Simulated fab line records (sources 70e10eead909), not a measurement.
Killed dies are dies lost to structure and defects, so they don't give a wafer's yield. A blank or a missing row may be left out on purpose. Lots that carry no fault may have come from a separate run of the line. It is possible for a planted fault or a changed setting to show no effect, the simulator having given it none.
Which tool was responsible? || flow nand_harc || 33 wafers from 11 lots sampled at 4 of the route's 1302 steps

WHAT EACH GAUGE READ, for each wafer
NHARC_P_M2_CD_MEAS_09: the cd target is 170 nm.
{"lot": "L662", "measured": "day 7 00:44", "on": "cd_sem-01", "cd_nm (nm)": "170.3 170.1 169.0"}
{"lot": "L663", "measured": "day 7 15:22", "on": "cd_sem-02", "cd_nm (nm)": "169.6 169.5 168.9"}
{"lot": "L664", "measured": "day 8 00:47", "on": "cd_sem-01", "cd_nm (nm)": "169.3 169.2 169.1"}
{"lot": "L666", "measured": "day 8 21:51", "on": "cd_sem-03", "cd_nm (nm)": "169.5 169.1 169.6"}
{"lot": "L669", "measured": "day 9 22:35", "on": "cd_sem-02", "cd_nm (nm)": "170.1 169.7 169.9"}
{"lot": "L670", "measured": "day 10 17:44", "on": "cd_sem-01", "cd_nm (nm)": "170.4 168.9 170.1"}
{"lot": "L671", "measured": "day 10 23:46", "on": "cd_sem-03", "cd_nm (nm)": "170.0 169.4 170.1"}
{"lot": "L678", "measured": "day 14 02:25", "on": "cd_sem-02", "cd_nm (nm)": "169.0 179.0 169.0"}
{"lot": "L681", "measured": "day 15 02:40", "on": "cd_sem-02", "cd_nm (nm)": "167.9 169.3 168.5"}
{"lot": "L682", "measured": "day 15 12:29", "on": "cd_sem-01", "cd_nm (nm)": "168.9 169.9 170.4"}
{"lot": "L683", "measured": "day 16 00:25", "on": "cd_sem-01", "cd_nm (nm)": "170.7 171.1 169.9"}

WHAT TOOL EACH LOT RAN ON (gives the tool, then ch and the chambers of the sampled wafers, and finally the start)
{"lot": "L662", "NHARC_P_M1_DEGAS_29": "pvd_sputter-02, day 6 21:55", "NHARC_P_M1_PRE_CLEAN_30": "pvd_sputter-02, day 7 00:37 or earlier", "NHARC_P_M2_EXPOSE_06": "arfi_scanner-03 ch 0, day 7 00:37"}
{"lot": "L663", "NHARC_P_M1_DEGAS_29": "pvd_sputter-03, day 7 12:13", "NHARC_P_M1_PRE_CLEAN_30": "pvd_sputter-03, day 7 15:14 or earlier", "NHARC_P_M2_EXPOSE_06": "arfi_scanner-02 ch 0, day 7 15:14"}
{"lot": "L664", "NHARC_P_M1_DEGAS_29": "pvd_sputter-03, day 7 21:32", "NHARC_P_M1_PRE_CLEAN_30": "pvd_sputter-03, day 8 00:38 or earlier", "NHARC_P_M2_EXPOSE_06": "arfi_scanner-01 ch 0, day 8 00:38"}
{"lot": "L666", "NHARC_P_M1_DEGAS_29": "pvd_sputter-01, day 8 19:04", "NHARC_P_M1_PRE_CLEAN_30": "pvd_sputter-01, day 8 21:43 or earlier", "NHARC_P_M2_EXPOSE_06": "arfi_scanner-03 ch 0, day 8 21:43"}
{"lot": "L669", "NHARC_P_M1_DEGAS_29": "pvd_sputter-02, day 9 19:35", "NHARC_P_M1_PRE_CLEAN_30": "pvd_sputter-02, day 9 22:26 or earlier", "NHARC_P_M2_EXPOSE_06": "arfi_scanner-02 ch 0, day 9 22:26"}
{"lot": "L670", "NHARC_P_M1_DEGAS_29": "pvd_sputter-03, day 10 14:35", "NHARC_P_M1_PRE_CLEAN_30": "pvd_sputter-03, day 10 17:35 or earlier", "NHARC_P_M2_EXPOSE_06": "arfi_scanner-03 ch 0, day 10 17:35"}
{"lot": "L671", "NHARC_P_M1_DEGAS_29": "pvd_sputter-02, day 10 19:33", "NHARC_P_M1_PRE_CLEAN_30": "pvd_sputter-02, day 10 23:37 or earlier", "NHARC_P_M2_EXPOSE_06": "arfi_scanner-01 ch 0, day 10 23:37"}
{"lot": "L678", "NHARC_P_M1_DEGAS_29": "pvd_sputter-03, day 13 23:26", "NHARC_P_M1_PRE_CLEAN_30": "pvd_sputter-03, day 14 02:17 or earlier", "NHARC_P_M2_EXPOSE_06": "arfi_scanner-01 ch 0, day 14 02:17"}
{"lot": "L681", "NHARC_P_M1_DEGAS_29": "pvd_sputter-02, day 14 23:42", "NHARC_P_M1_PRE_CLEAN_30": "pvd_sputter-02, day 15 02:32 or earlier", "NHARC_P_M2_EXPOSE_06": "arfi_scanner-02 ch 0, day 15 02:32"}
{"lot": "L682", "NHARC_P_M1_DEGAS_29": "pvd_sputter-01, day 15 09:29", "NHARC_P_M1_PRE_CLEAN_30": "pvd_sputter-01, day 15 12:20 or earlier", "NHARC_P_M2_EXPOSE_06": "arfi_scanner-03 ch 0, day 15 12:20"}
{"lot": "L683", "NHARC_P_M1_DEGAS_29": "pvd_sputter-02, day 15 21:34", "NHARC_P_M1_PRE_CLEAN_30": "pvd_sputter-02, day 16 00:16 or earlier", "NHARC_P_M2_EXPOSE_06": "arfi_scanner-03 ch 0, day 16 00:16"}
- NHARC_P_M1_DEGAS_29: time 60 s.
- NHARC_P_M1_PRE_CLEAN_30: time 30 s.
- NHARC_P_M2_EXPOSE_06: exposes mask P M2, target cd 170 nm.

THE ANSWER, worked out from the rows above alone
Rule: the usual values come from the lots themselves. Put in order of their means at a reading, lots are off if they are a third of the lots or fewer, leave a main group of 4 or more, and stand apart from it by a gap of 3 or more times the standard deviation of the main group's means; of several such gaps the widest counts. The tables above print the reading to a certain number of digits; a main group whose means all agree to those digits is not used. Also off: a lot with no number at a reading for which 4 or more lots have one. Where the step has rows for the other lots, those lots are counted as sound.
Off at NHARC_P_M2_CD_MEAS_09 (cd_nm): L678. Main group: mean 169.6 nm, sd 0.5.
If a tool, at a process step before that reading, ran all the lots that are off and no sound lot after the first of them, it fits. Those tools and the gauges at NHARC_P_M2_CD_MEAS_09 are tried in the same way. NHARC_P_M1_PRE_CLEAN_30: start missing for some lots; hours and lot order therefore follow NHARC_P_M2_EXPOSE_06. 2 tools fit, pvd_sputter-03 at NHARC_P_M1_DEGAS_29 and NHARC_P_M1_PRE_CLEAN_30 and arfi_scanner-01 at NHARC_P_M2_EXPOSE_06, so this cannot tell which one it is.

WHAT HAD BEEN PUT IN BY THE SIMULATOR
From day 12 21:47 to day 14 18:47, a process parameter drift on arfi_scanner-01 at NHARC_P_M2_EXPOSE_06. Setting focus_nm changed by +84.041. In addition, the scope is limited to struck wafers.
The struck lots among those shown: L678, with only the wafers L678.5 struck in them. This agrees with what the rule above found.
